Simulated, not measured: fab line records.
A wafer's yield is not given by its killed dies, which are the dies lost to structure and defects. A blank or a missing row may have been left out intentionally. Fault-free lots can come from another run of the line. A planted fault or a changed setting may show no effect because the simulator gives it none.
fab line records	flow n5-finfet
record lots=24	wafers=72	last-day=19
route steps=1938 shown BEOL_M14@1731 BEOL_M15@1783
lots that met no fault: taken from a fault-free run of the same line
start-h: hours from the record's first day to the start of the lot's first wafer shown	wait-h: how many hours have passed since the lot's step before this one	" as in the row above	L1.1+2: a single row standing in for several wafers	- no value, or no start was given	* or withheld: withheld	< > ~ a bound
route shown NAME@n: a module of which the file shows steps, and the number in the route of the first	usual: average and standard deviation across the fault-free wafers	same: alike in all rows	chamber/n: place in a boat	sites: the reading at each site	_std_site: their standard deviation	_edge_site: outer sites' mean less inner sites'	radius-mm: how far each site lies from the wafer's centre	mask NAME#n: copy n	behind: the most recent tool/chamber to have shaped the wafer	hold: why the lot went on hold/how many hours it stayed there/how the hold came to an end	device: which transistor (n, p or np) failed to switch	end of line: tests of these same wafers at the route's end	for a step that has no rows: nothing shown but its recipe	killed: count of dies lost to structure and defects at first sort (not the wafer's yield)	map: shows each die of a wafer: x if killed, . if not, _ if none is there
set.NAME: the run value of the setting; set.NAME@STEP: its run value at that earlier step	model.NAME: the simulator's own value behind a step, which no gauge read
steps of the route over a sample of lots; a table a step, a row a wafer
services: from which hour (start-h, from the record's first day; less than 0 if before it) a tool's chamber was out of use, for how many hours, and why
## steps
# step N5_BEOL_M14_VIA_ETCH_16
# recipe chemistry=C4F8/O2/Ar	target=SiO2	he-inner-torr=15	he-outer-torr=30	target-depth-a=12313	time-s=withheld	ion-energy-ev=800	pressure-mtorr=20	source-w=1905	bias-w=2040	Ar_flow_sccm=400	C4F8_flow_sccm=16	O2_flow_sccm=12	ends=cleared
# usual chamber-pressure-mTorr=20.003/0.018	drypump-motor-current-A=5.7/0.46	mfc-ar-sccm=399.9/1.2	oes_ar_750_au=0.82/0.094	oes-product-au=0.74/0.087	rf-vpp-V=2215/21	showerhead-plenum-p-Torr=3.43/0.12	throttle-valve-pct=30.90/0.25
lot.wafer	tool	chamber	start-h	wait-h	chamber-pressure-mTorr	drypump-motor-current-A	mfc-ar-sccm	oes_ar_750_au	oes-product-au	rf-vpp-V	showerhead-plenum-p-Torr	throttle-valve-pct
L074.1	rie-diel-01	0	253.92	0.0	20.023	5.5	398.7	0.75	0.69	2230	3.32	31.19
L074.2	"	1	"	"	20.006	5.9	397.4	0.71	0.63	2204	3.27	30.78
L074.6	"	3	"	"	19.995	5.1	398.8	0.92	0.83	2219	3.51	30.51
L075.2	rie-diel-04	1	256.88	0.0	20.041	5.6	398.1	0.77	0.70	2179	3.33	30.83
L075.3	"	2	"	"	20.008	6.0	399.0	0.96	0.88	2200	3.50	30.69
L075.5	"	2	"	"	19.989	6.0	398.9	0.95	0.87	2200	3.50	30.70
L077.2	rie-diel-04	1	268.83	0.0	20.025	5.7	399.1	0.77	0.70	2178	3.32	30.83
L077.3	"	2	"	"	20.020	6.0	398.7	0.94	0.86	2200	3.50	30.72
L077.4	"	3	"	"	20.006	6.7	400.7	0.83	0.75	2225	3.62	30.85
L078.2	rie-diel-01	0	283.85	0.0	20.004	5.5	400.2	0.75	0.68	2227	3.31	31.22
L078.5	"	3	"	"	19.988	5.1	399.7	0.89	0.81	2217	3.51	30.52
L078.6	"	2	"	"	20.027	6.1	400.7	0.97	0.90	2178	3.38	30.86
L076.1	rie-diel-05	1	284.90	0.0	19.999	5.0	398.5	0.81	0.74	2217	3.47	31.01
L076.4	"	1	"	"	19.989	5.0	399.7	0.81	0.73	2217	3.47	30.98
L076.5	"	3	"	"	19.998	5.6	400.2	0.70	0.63	2230	3.28	31.37
L080.4	rie-diel-05	2	289.48	0.1	20.010	6.1	401.4	0.71	0.63	2238	3.52	31.12
L080.5	"	1	"	"	20.005	5.0	402.5	0.82	0.73	2216	3.47	30.99
L080.6	"	3	"	"	20.000	5.6	399.7	0.70	0.63	2230	3.28	31.36
L079.1	rie-diel-04	3	299.56	0.0	19.997	6.7	399.8	0.81	0.74	2227	3.61	30.86
L079.3	"	1	"	"	19.992	5.7	402.3	0.77	0.68	2177	3.32	30.85
L079.5	"	0	"	"	19.978	5.8	400.9	0.73	0.66	2213	3.29	30.63
L081.2	rie-diel-05	0	305.87	0.0	19.970	4.9	398.6	1.00	0.90	2218	3.51	30.94
L081.3	"	1	"	"	20.008	5.0	400.6	0.80	0.72	2216	3.47	31.01
L081.4	"	3	"	"	19.997	5.6	400.4	0.70	0.62	2230	3.27	31.37
L082.2	rie-diel-04	2	323.70	0.0	20.023	6.0	399.7	0.90	0.82	2198	3.49	30.73
L082.3	"	1	"	"	20.013	5.7	401.0	0.76	0.68	2178	3.31	30.84
L082.5	"	0	"	"	19.996	5.8	399.5	0.72	0.66	2212	3.29	30.63
L083.2	rie-diel-01	2	326.63	0.0	19.997	6.1	397.6	0.93	0.85	2178	3.37	30.89
L083.3	"	3	"	"	20.009	5.1	397.1	0.86	0.78	2217	3.50	30.53
L083.5	"	3	"	"	19.990	5.2	398.5	0.86	0.78	2216	3.50	30.53
L085.1	rie-diel-01	2	340.48	0.0	20.029	6.1	400.9	0.92	0.84	2178	3.37	30.88
L085.2	"	0	"	"	20.027	5.5	401.3	0.73	0.67	2227	3.30	31.21
L085.5	"	3	"	"	20.005	5.2	400.3	0.85	0.77	2217	3.50	30.52
L084.3	rie-diel-01	2	344.89	0.0	19.992	6.1	400.9	0.92	0.84	2177	3.37	30.89
L084.4	"	0	"	"	19.984	5.5	400.2	0.72	0.66	2228	3.30	31.24
L084.5	"	2	"	"	19.981	6.1	399.9	0.93	0.84	2177	3.37	30.87
L087.1	rie-diel-01	0	350.26	0.0	19.998	5.6	398.7	0.73	0.66	2226	3.30	31.22
L087.4	"	2	"	"	20.009	6.1	398.4	0.91	0.83	2177	3.37	30.88
L087.6	"	3	"	"	20.023	5.1	398.3	0.84	0.76	2217	3.49	30.54
L092.1	rie-diel-01	3	356.88	0.0	19.989	5.1	401.4	0.84	0.76	2217	3.49	30.54
L092.3	"	2	"	"	20.004	6.1	399.9	0.90	0.82	2177	3.37	30.88
L092.4	"	0	"	"	20.014	5.5	399.5	0.73	0.66	2226	3.30	31.22
L086.1	rie-diel-05	3	358.61	0.0	20.012	5.6	398.6	0.68	0.62	2229	3.26	31.38
L086.3	"	0	"	"	20.002	4.9	401.1	0.93	0.85	2217	3.50	30.96
L086.4	"	1	"	"	20.017	5.0	401.3	0.79	0.70	2215	3.45	31.03
L089.1	rie-diel-04	1	363.92	0.0	20.004	5.7	399.0	0.74	0.67	2178	3.31	30.86
L089.3	"	3	"	"	19.995	6.7	400.5	0.79	0.72	2226	3.60	30.88
L089.5	"	0	"	"	19.997	5.8	399.8	0.71	0.64	2210	3.28	30.61
L088.2	rie-diel-05	0	372.30	0.0	20.000	4.9	399.4	0.92	0.84	2216	3.50	30.95
L088.3	"	1	"	"	20.041	5.1	399.3	0.78	0.70	2214	3.45	31.01
L088.6	"	1	"	"	20.009	5.0	399.3	0.78	0.70	2214	3.45	31.02
L090.1	rie-diel-04	0	372.54	0.0	19.991	5.8	401.1	0.71	0.64	2212	3.28	30.63
L090.2	"	2	"	"	20.011	6.0	402.2	0.88	0.80	2197	3.48	30.74
L090.3	"	1	"	"	19.976	5.7	399.4	0.74	0.67	2177	3.31	30.87
L091.3	rie-diel-01	2	377.59	0.0	19.984	6.1	399.7	0.90	0.81	2178	3.36	30.90
L091.4	"	1	"	"	19.995	5.9	398.9	0.96	0.88	2240	3.65	30.58
L091.5	"	2	"	"	19.991	6.1	399.4	0.90	0.81	2177	3.36	30.90
L096.2	rie-diel-05	1	386.15	0.0	20.024	5.0	402.1	0.77	0.69	2214	3.45	31.03
L096.3	"	0	"	"	20.006	5.0	401.0	0.91	0.82	2216	3.50	30.96
L096.5	"	3	"	"	20.002	5.6	400.8	1.00	0.90	2266	3.66	31.15
L094.3	rie-diel-01	0	387.03	0.0	19.977	5.5	400.9	0.72	0.65	2226	3.29	31.25
L094.4	"	2	"	"	19.999	6.1	400.1	0.90	0.81	2177	3.36	30.90
L094.6	"	0	"	"	20.021	5.5	400.9	0.71	0.65	2225	3.29	31.25
L093.1	rie-diel-05	0	389.41	0.0	19.974	4.9	399.4	0.91	0.81	2216	3.49	30.97
L093.4	"	1	"	"	20.014	5.0	399.7	0.77	0.69	2214	3.45	31.03
L093.5	"	0	"	"	20.014	4.9	401.0	0.91	0.82	2215	3.50	30.97
L097.3	rie-diel-01	0	403.56	0.0	19.995	5.5	399.5	0.71	0.65	2227	3.29	31.26
L097.5	"	0	"	"	20.031	5.5	400.7	0.71	0.65	2225	3.29	31.27
L097.6	"	1	"	"	19.985	5.9	398.8	0.93	0.85	2240	3.65	30.57
L095.2	rie-diel-05	2	426.22	0.0	20.004	6.1	399.0	0.91	0.82	2236	3.50	30.84
L095.3	"	3	"	"	19.994	5.6	399.8	0.92	0.84	2265	3.65	31.17
L095.5	"	3	"	"	19.996	5.6	399.6	0.93	0.84	2264	3.65	31.16
# step N5_BEOL_M14_INSPECT_30
# recipe mode=adi	inspect-instrument=macro
# usual raw-defect-count=1.9/1.4
lot.wafer	tool	chamber	start-h	wait-h	raw-defect-count
L074.1	defect-inspect-01	-	254.65	0.0	3
L074.2	"	-	"	"	0
L074.6	"	-	"	"	1
L075.2	defect-inspect-01	-	257.61	0.0	3
L075.3	"	-	"	"	1
L075.5	"	-	"	"	1
L077.2	defect-inspect-02	-	269.69	0.0	1
L077.3	"	-	"	"	4
L077.4	"	-	"	"	1
L078.2	defect-inspect-01	-	284.58	0.0	3
L078.5	"	-	"	"	1
L078.6	"	-	"	"	0
L076.1	defect-inspect-02	-	285.63	0.0	0
L076.4	"	-	"	"	2
L076.5	"	-	"	"	6
L080.4	defect-inspect-02	-	290.12	0.0	3
L080.5	"	-	"	"	0
L080.6	"	-	"	"	2
L079.1	defect-inspect-02	-	300.42	0.0	2
L079.3	"	-	"	"	2
L079.5	"	-	"	"	0
L081.2	defect-inspect-02	-	306.60	0.0	4
L081.3	"	-	"	"	1
L081.4	"	-	"	"	4
L082.2	defect-inspect-01	-	324.55	0.0	0
L082.3	"	-	"	"	0
L082.5	"	-	"	"	0
L083.2	defect-inspect-01	-	327.48	0.0	0
L083.3	"	-	"	"	3
L083.5	"	-	"	"	4
L085.1	defect-inspect-01	-	341.21	0.0	2
L085.2	"	-	"	"	7
L085.5	"	-	"	"	1
L084.3	defect-inspect-01	-	345.75	0.0	2
L084.4	"	-	"	"	2
L084.5	"	-	"	"	0
L087.1	defect-inspect-02	-	351.12	0.0	3
L087.4	"	-	"	"	2
L087.6	"	-	"	"	1
L092.1	defect-inspect-01	-	357.74	0.0	5
L092.3	"	-	"	"	2
L092.4	"	-	"	"	0
L086.1	defect-inspect-01	-	359.50	0.0	2
L086.3	"	-	"	"	1
L086.4	"	-	"	"	1
L089.1	defect-inspect-02	-	364.66	0.0	3
L089.3	"	-	"	"	3
L089.5	"	-	"	"	2
L088.2	defect-inspect-02	-	373.16	0.0	1
L088.3	"	-	"	"	4
L088.6	"	-	"	"	1
L090.1	defect-inspect-01	-	373.29	0.0	0
L090.2	"	-	"	"	0
L090.3	"	-	"	"	1
L091.3	defect-inspect-01	-	378.44	0.0	2
L091.4	"	-	"	"	1
L091.5	"	-	"	"	3
L096.2	defect-inspect-01	-	386.88	0.0	1
L096.3	"	-	"	"	1
L096.5	"	-	"	"	1
L094.3	defect-inspect-02	-	387.76	0.0	1
L094.4	"	-	"	"	0
L094.6	"	-	"	"	3
L093.1	defect-inspect-02	-	390.14	0.0	4
L093.4	"	-	"	"	1
L093.5	"	-	"	"	0
L097.3	defect-inspect-01	-	404.30	0.0	4
L097.5	"	-	"	"	1
L097.6	"	-	"	"	1
L095.2	defect-inspect-02	-	427.08	0.0	2
L095.3	"	-	"	"	1
L095.5	"	-	"	"	2
# step N5_BEOL_M14_SPUTTER_43
# recipe material=TaN	target-thk-a=150	temp-c=50	bias-v=168.6	power-w=15000	chamber-pressure-pa=0.12	time-s=24.19
# usual throttle-valve-pct=30.1/0.85
lot.wafer	tool	chamber	start-h	wait-h	throttle-valve-pct
L074.1	pvd-sputter-01	-	259.41	0.0	30.6
L074.2	"	-	"	"	29.6
L074.6	"	-	"	"	29.6
L075.2	pvd-sputter-02	-	259.66	0.0	30.9
L075.3	"	-	"	"	28.3
L075.5	"	-	"	"	30.4
L077.2	pvd-sputter-01	-	271.74	0.0	31.3
L077.3	"	-	"	"	29.5
L077.4	"	-	"	"	29.6
L078.2	pvd-sputter-02	-	289.99	0.0	30.1
L078.5	"	-	"	"	29.7
L078.6	"	-	"	"	31.0
L076.1	pvd-sputter-03	-	290.34	0.0	30.9
L076.4	"	-	"	"	30.2
L076.5	"	-	"	"	30.8
L080.4	pvd-sputter-02	-	296.03	0.0	28.5
L080.5	"	-	"	"	29.9
L080.6	"	-	"	"	28.4
L079.1	pvd-sputter-02	-	303.31	0.0	28.7
L079.3	"	-	"	"	30.4
L079.5	"	-	"	"	29.8
L081.2	pvd-sputter-01	-	308.82	0.0	31.4
L081.3	"	-	"	"	30.7
L081.4	"	-	"	"	29.9
L082.2	pvd-sputter-01	-	327.72	0.0	29.4
L082.3	"	-	"	"	31.3
L082.5	"	-	"	"	31.0
L083.2	pvd-sputter-01	-	333.20	0.0	31.2
L083.3	"	-	"	"	29.7
L083.5	"	-	"	"	29.8
L085.1	pvd-sputter-03	-	342.25	0.0	29.3
L085.2	"	-	"	"	29.3
L085.5	"	-	"	"	29.5
L084.3	pvd-sputter-02	-	350.88	0.0	30.9
L084.4	"	-	"	"	28.5
L084.5	"	-	"	"	30.0
L087.1	pvd-sputter-03	-	354.25	0.0	30.7
L087.4	"	-	"	"	29.3
L087.6	"	-	"	"	30.2
L092.1	pvd-sputter-03	-	361.14	0.0	29.4
L092.3	"	-	"	"	30.9
L092.4	"	-	"	"	29.2
L086.1	pvd-sputter-01	-	361.47	0.0	31.5
L086.3	"	-	"	"	29.7
L086.4	"	-	"	"	29.8
L089.1	pvd-sputter-02	-	369.53	0.0	29.6
L089.3	"	-	"	"	30.4
L089.5	"	-	"	"	28.7
L088.2	pvd-sputter-03	-	377.13	0.0	29.5
L088.3	"	-	"	"	30.8
L088.6	"	-	"	"	30.3
L090.1	pvd-sputter-03	-	380.27	0.0	29.4
L090.2	"	-	"	"	30.6
L090.3	"	-	"	"	30.8
L091.3	pvd-sputter-01	-	380.29	0.0	29.5
L091.4	"	-	"	"	29.8
L091.5	"	-	"	"	31.3
L096.2	pvd-sputter-01	-	392.81	0.0	31.3
L096.3	"	-	"	"	30.9
L096.5	"	-	"	"	29.6
L094.3	pvd-sputter-03	-	392.85	0.0	29.1
L094.4	"	-	"	"	31.0
L094.6	"	-	"	"	30.3
L093.1	pvd-sputter-03	-	393.25	0.0	31.1
L093.4	"	-	"	"	29.6
L093.5	"	-	"	"	29.3
L097.3	pvd-sputter-01	-	405.83	0.0	29.5
L097.5	"	-	"	"	30.9
L097.6	"	-	"	"	29.5
L095.2	pvd-sputter-01	-	428.69	0.0	29.7
L095.3	"	-	"	"	31.5
L095.5	"	-	"	"	31.0
# step N5_BEOL_M14_INSPECT_55
# recipe inspect-instrument=darkfield	mode=post-dep
# usual raw-defect-count=69/27
lot.wafer	tool	chamber	start-h	wait-h	raw-defect-count
L074.1	defect-inspect-01	-	260.69	0.0	51
L074.2	"	-	"	"	78
L074.6	"	-	"	"	73
L075.2	defect-inspect-02	-	260.88	0.0	97
L075.3	"	-	"	"	79
L075.5	"	-	"	"	98
L077.2	defect-inspect-01	-	272.95	0.0	60
L077.3	"	-	"	"	39
L077.4	"	-	"	"	26
L078.2	defect-inspect-02	-	291.26	0.0	109
L078.5	"	-	"	"	120
L078.6	"	-	"	"	76
L076.1	defect-inspect-02	-	291.56	0.0	51
L076.4	"	-	"	"	89
L076.5	"	-	"	"	77
L080.4	defect-inspect-02	-	297.25	0.0	106
L080.5	"	-	"	"	68
L080.6	"	-	"	"	101
L079.1	defect-inspect-02	-	304.58	0.0	33
L079.3	"	-	"	"	32
L079.5	"	-	"	"	70
L081.2	defect-inspect-02	-	310.03	0.0	45
L081.3	"	-	"	"	36
L081.4	"	-	"	"	66
L082.2	defect-inspect-02	-	329.24	0.0	84
L082.3	"	-	"	"	60
L082.5	"	-	"	"	41
L083.2	defect-inspect-01	-	334.41	0.0	42
L083.3	"	-	"	"	58
L083.5	"	-	"	"	58
L085.1	defect-inspect-02	-	343.46	0.0	74
L085.2	"	-	"	"	33
L085.5	"	-	"	"	96
L084.3	defect-inspect-02	-	352.10	0.0	70
L084.4	"	-	"	"	72
L084.5	"	-	"	"	49
L087.1	defect-inspect-02	-	355.48	0.0	152
L087.4	"	-	"	"	73
L087.6	"	-	"	"	74
L092.1	defect-inspect-01	-	362.35	0.0	43
L092.3	"	-	"	"	74
L092.4	"	-	"	"	46
L086.1	defect-inspect-01	-	363.46	0.0	69
L086.3	"	-	"	"	86
L086.4	"	-	"	"	66
L089.1	defect-inspect-02	-	370.77	0.0	53
L089.3	"	-	"	"	75
L089.5	"	-	"	"	48
L088.2	defect-inspect-02	-	378.43	0.0	126
L088.3	"	-	"	"	147
L088.6	"	-	"	"	106
L090.1	defect-inspect-01	-	381.48	0.0	111
L090.2	"	-	"	"	60
L090.3	"	-	"	"	128
L091.3	defect-inspect-02	-	381.66	0.0	26
L091.4	"	-	"	"	57
L091.5	"	-	"	"	34
L094.3	defect-inspect-01	-	394.09	0.0	57
L094.4	"	-	"	"	48
L094.6	"	-	"	"	45
L096.2	defect-inspect-02	-	394.30	0.0	83
L096.3	"	-	"	"	82
L096.5	"	-	"	"	65
L093.1	defect-inspect-02	-	395.20	0.0	52
L093.4	"	-	"	"	69
L093.5	"	-	"	"	78
L097.3	defect-inspect-01	-	407.06	0.0	92
L097.5	"	-	"	"	62
L097.6	"	-	"	"	56
L095.2	defect-inspect-02	-	429.98	0.0	32
L095.3	"	-	"	"	55
L095.5	"	-	"	"	52
# step N5_BEOL_M15_CD_MEAS_10
# recipe target-cd-nm=360	landing-energy-ev=500	detector=se-inlens	polarity=opening
# usual cd-nm=360.3/1.4
lot.wafer	tool	chamber	start-h	wait-h	cd-nm
L074.1	cd-sem-01	0	261.41	-	363.4
L074.2	"	0	"	"	362.6
L074.6	"	0	"	"	362.3
L075.2	cd-sem-02	0	261.47	-	358.3
L075.3	"	0	"	"	359.2
L075.5	"	0	"	"	359.5
L077.2	cd-sem-01	0	273.54	-	358.0
L077.3	"	0	"	"	359.0
L077.4	"	0	"	"	359.0
L078.2	cd-sem-02	0	291.85	-	361.0
L078.5	"	0	"	"	360.1
L078.6	"	0	"	"	361.4
L076.1	cd-sem-03	0	292.27	-	360.8
L076.4	"	0	"	"	361.1
L076.5	"	0	"	"	360.3
L080.4	cd-sem-01	0	297.84	-	362.7
L080.5	"	0	"	"	361.4
L080.6	"	0	"	"	361.4
L079.1	cd-sem-02	0	305.17	-	359.4
L079.3	"	0	"	"	358.9
L079.5	"	0	"	"	361.0
L081.2	cd-sem-02	0	310.63	-	361.1
L081.3	"	0	"	"	361.0
L081.4	"	0	"	"	360.0
L082.2	cd-sem-01	0	329.96	-	359.8
L082.3	"	0	"	"	359.9
L082.5	"	0	"	"	360.9
L083.2	cd-sem-02	0	335.13	-	360.2
L083.3	"	0	"	"	360.7
L083.5	"	0	"	"	361.1
L085.1	cd-sem-02	0	344.06	-	362.4
L085.2	"	0	"	"	361.1
L085.5	"	0	"	"	363.2
L084.3	cd-sem-02	0	352.81	-	358.5
L084.4	"	0	"	"	358.7
L084.5	"	0	"	"	358.2
L087.1	cd-sem-01	0	356.32	-	360.1
L087.4	"	0	"	"	359.3
L087.6	"	0	"	"	360.0
L092.1	cd-sem-01	0	362.96	-	359.2
L092.3	"	0	"	"	359.8
L092.4	"	0	"	"	359.0
L086.1	cd-sem-02	0	364.05	-	359.7
L086.3	"	0	"	"	359.0
L086.4	"	0	"	"	357.6
L089.1	cd-sem-03	0	371.36	-	363.6
L089.3	"	0	"	"	362.8
L089.5	"	0	"	"	362.9
L088.2	cd-sem-01	0	379.02	-	361.1
L088.3	"	0	"	"	360.5
L088.6	"	0	"	"	361.5
L090.1	cd-sem-01	0	382.07	-	360.6
L090.2	"	0	"	"	360.5
L090.3	"	0	"	"	361.2
L091.3	cd-sem-01	0	382.37	-	362.1
L091.4	"	0	"	"	360.3
L091.5	"	0	"	"	360.4
L094.3	cd-sem-03	0	394.69	-	359.5
L094.4	"	0	"	"	359.9
L094.6	"	0	"	"	358.3
L096.2	cd-sem-03	0	395.01	-	360.2
L096.3	"	0	"	"	359.1
L096.5	"	0	"	"	357.5
L093.1	cd-sem-01	0	395.79	-	359.8
L093.4	"	0	"	"	359.9
L093.5	"	0	"	"	360.5
L097.3	cd-sem-01	0	407.78	-	359.6
L097.5	"	0	"	"	358.5
L097.6	"	0	"	"	359.6
L095.2	cd-sem-01	0	430.57	-	360.3
L095.3	"	0	"	"	361.2
L095.5	"	0	"	"	361.9
# step N5_BEOL_M15_OVL_MEAS_11
# recipe points-per-wafer=44
# usual V14_OVL=1/5.9
lot.wafer	tool	chamber	start-h	wait-h	V14_OVL[nm]
L074.1	overlay-02	0	261.44	0.0	5
L074.2	"	0	"	"	2
L074.6	"	0	"	"	-4
L075.2	overlay-02	0	261.50	0.0	-1
L075.3	"	0	"	"	1
L075.5	"	0	"	"	8
L077.2	overlay-02	0	273.57	0.0	-2
L077.3	"	0	"	"	-3
L077.4	"	0	"	"	1
L078.2	overlay-01	0	291.88	0.0	-6
L078.5	"	0	"	"	-13
L078.6	"	0	"	"	-3
L076.1	overlay-01	0	292.30	0.0	5
L076.4	"	0	"	"	1
L076.5	"	0	"	"	-5
L080.4	overlay-02	0	297.87	0.0	-3
L080.5	"	0	"	"	4
L080.6	"	0	"	"	6
L079.1	overlay-02	0	305.20	0.0	-2
L079.3	"	0	"	"	2
L079.5	"	0	"	"	-1
L081.2	overlay-01	0	310.66	0.0	8
L081.3	"	0	"	"	7
L081.4	"	0	"	"	3
L082.2	overlay-01	0	329.99	0.0	8
L082.3	"	0	"	"	11
L082.5	"	0	"	"	6
L083.2	overlay-01	0	335.16	0.0	7
L083.3	"	0	"	"	14
L083.5	"	0	"	"	1
L085.1	overlay-02	0	344.09	0.0	14
L085.2	"	0	"	"	11
L085.5	"	0	"	"	9
L084.3	overlay-01	0	352.84	0.0	-6
L084.4	"	0	"	"	-3
L084.5	"	0	"	"	-2
L087.1	overlay-01	0	356.35	0.0	-1
L087.4	"	0	"	"	-3
L087.6	"	0	"	"	-4
L092.1	overlay-01	0	362.99	0.0	-2
L092.3	"	0	"	"	0
L092.4	"	0	"	"	-1
L086.1	overlay-01	0	364.08	0.0	3
L086.3	"	0	"	"	11
L086.4	"	0	"	"	7
L089.1	overlay-01	0	371.39	0.0	0
L089.3	"	0	"	"	-1
L089.5	"	0	"	"	6
L088.2	overlay-01	0	379.09	0.1	-6
L088.3	"	0	"	"	0
L088.6	"	0	"	"	-1
L090.1	overlay-01	0	382.10	0.0	3
L090.2	"	0	"	"	4
L090.3	"	0	"	"	5
L091.3	overlay-01	0	382.40	0.0	-5
L091.4	"	0	"	"	-2
L091.5	"	0	"	"	-4
L094.3	overlay-01	0	394.71	0.0	-7
L094.4	"	0	"	"	-7
L094.6	"	0	"	"	2
L096.2	overlay-01	0	395.04	0.0	-7
L096.3	"	0	"	"	-7
L096.5	"	0	"	"	-7
L093.1	overlay-02	0	395.82	0.0	3
L093.4	"	0	"	"	2
L093.5	"	0	"	"	2
L097.3	overlay-01	0	407.81	0.0	5
L097.5	"	0	"	"	6
L097.6	"	0	"	"	2
L095.2	overlay-01	0	430.60	0.0	-1
L095.3	"	0	"	"	1
L095.5	"	0	"	"	0
## services
tool	chamber	start-h	hours	kind
rie-diel-01	2	246.10	-	clean
rie-diel-01	2	246.10	-	consumable-replace:focus-ring
rie-diel-01	2	246.10	20.4	scheduled-down
rie-diel-01	2	246.10	20.4	vent-cycle
rie-diel-05	2	246.28	10.0	repair
rie-diel-05	2	270.02	3.1	repair
rie-diel-05	0	277.14	-	clean
rie-diel-05	0	277.14	-	consumable-replace:esc
rie-diel-05	0	277.14	-	consumable-replace:focus-ring
rie-diel-05	0	277.14	20.1	scheduled-down
rie-diel-05	0	277.14	20.1	vent-cycle
rie-diel-05	2	328.23	-	clean
rie-diel-05	2	328.23	-	consumable-replace:focus-ring
rie-diel-05	2	328.23	30.7	scheduled-down
rie-diel-01	1	344.07	-	clean
rie-diel-01	1	344.07	-	consumable-replace:focus-ring
rie-diel-01	1	344.07	-	consumable-replace:showerhead
rie-diel-01	1	344.07	20.9	scheduled-down
rie-diel-01	1	344.07	20.9	vent-cycle
rie-diel-04	2	363.48	6.0	repair
rie-diel-05	1	406.94	5.4	repair
rie-diel-01	-	409.64	0.3	repair
rie-diel-01	3	422.79	4.3	repair
rie-diel-01	-	427.90	0.2	repair
## key
fault none
